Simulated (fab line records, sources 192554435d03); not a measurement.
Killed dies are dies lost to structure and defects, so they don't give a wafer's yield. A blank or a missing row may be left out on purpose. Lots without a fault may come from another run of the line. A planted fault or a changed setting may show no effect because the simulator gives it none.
Split-lot experiment | flow n5_finfet | 7 lots, 21 wafers read, on a route of 1938 steps

THE SPLIT
At N5_BEOL_M0_ETCH_128 (etches SiCN in CF4/N2, target depth 12 nm, overetch 5.1 nm, time 21.4 s), the setting source_w was moved away from the recipe's 430 W on 5 of the 21 wafers read, by -11.0% to +8.3%. The other wafers ran this setting at the recipe's value.

The reading is taken at the split's own step.

THE READING
rf_vpp_V, in V, at N5_BEOL_M0_ETCH_128 (etches SiCN in CF4/N2, target depth 12 nm, overetch 5.1 nm, time 21.4 s). Fault-free wafers of this fab line usually give 383.2 V, standard deviation 1.5 V.

wafer  | tool, chamber at the split | source_w as run, W | against the recipe | rf_vpp_V, V | against lot-mates on the recipe
L074.2 | rie_diel-01, 2             | 465.9              | +8.3%              | 376.1       | -8.6
L074.4 | rie_diel-01, 2             | 430                | recipe             | 385.7       | -
L074.6 | rie_diel-01, 3             | 430                | recipe             | 383.8       | -
L076.1 | rie_diel-06, 0             | 383                | -10.9%             | 399.1       | +14.1
L076.2 | rie_diel-06, 2             | 430                | recipe             | 385.0       | -
L076.4 | rie_diel-06, 3             | 383                | -10.9%             | 396.0       | +11.0
L077.1 | rie_diel-04, 1             | 430                | recipe             | 385.5       | -
L077.2 | rie_diel-04, 2             | 430                | recipe             | 384.0       | -
L077.6 | rie_diel-04, 2             | 430                | recipe             | 381.2       | -
L085.1 | rie_diel-06, 1             | 430                | recipe             | 382.5       | -
L085.5 | rie_diel-06, 2             | 382.5              | -11.0%             | 399.1       | +16.6
L085.6 | rie_diel-06, 0             | 382.5              | -11.0%             | 399.4       | +16.9
L089.1 | rie_diel-01, 1             | 430                | recipe             | 382.8       | -
L089.3 | rie_diel-01, 0             | 430                | recipe             | 385.6       | -
L089.6 | rie_diel-01, 0             | 430                | recipe             | 385.4       | -
L095.1 | rie_diel-06, 2             | 430                | recipe             | 383.1       | -
L095.2 | rie_diel-06, 0             | 430                | recipe             | 385.2       | -
L095.6 | rie_diel-06, 0             | 430                | recipe             | 382.4       | -
L096.1 | rie_diel-06, 1             | 430                | recipe             | 382.2       | -
L096.4 | rie_diel-06, 2             | 430                | recipe             | 383.0       | -
L096.5 | rie_diel-06, 3             | 430                | recipe             | 380.7       | -

THE FIT
A straight line over all 21 wafers: rf_vpp_V changes by -1.27 V for each +1% of source_w; r = -0.97; the points scatter about the line by 1.7 V.
The same after taking each lot's own level away (the mean of its wafers on the recipe; 21 wafers): -1.28 V for each +1%; r = -0.97; scatter 1.6 V.
On that fit, the largest move of source_w shifts the reading by 14 V.
The lots' own levels span 381.97 to 385.00 V, that is 2.0 times the standard deviation above.
So the lot-to-lot level changes the slope little: the two slopes agree.
Check: with one of the wafers moved furthest among these (-11.0%) left out of the fit, the line predicts +13.7 V for it against its lot-mates. It came out at +16.6 V against them.
Tool readings at the split's step, against how far the setting was moved: rf_vpp_V r = -0.97.

OTHER SPLITS ON THESE WAFERS
These wafers also went through other splits before the reading. Each is held against what the fit with the lots' levels taken away leaves over:
other split on the same wafers        | wafers away from the commonest value | r with rf_vpp_V (lot level and that fit taken away)
N5_HKMG_FIN_DEVELOP_48 develop_time_s | 7                                    | +0.18
N5_MOL_CONTACT_COAG_ALD_27 time_s     | 6                                    | +0.52
N5_MOL_CONTACT_COAG_PECVD_31 temp_c   | 8                                    | -0.18
N5_MOL_CONTACT_COAG_EXPOSE_37 dose_mj | 6                                    | -0.05
N5_BEOL_M0_SAQP_ETCH_107 bias_w       | 4                                    | -0.02

THE FILE'S OWN FIT
rf_vpp_V changes by -1.27 V for each +1% of source_w, r = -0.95.
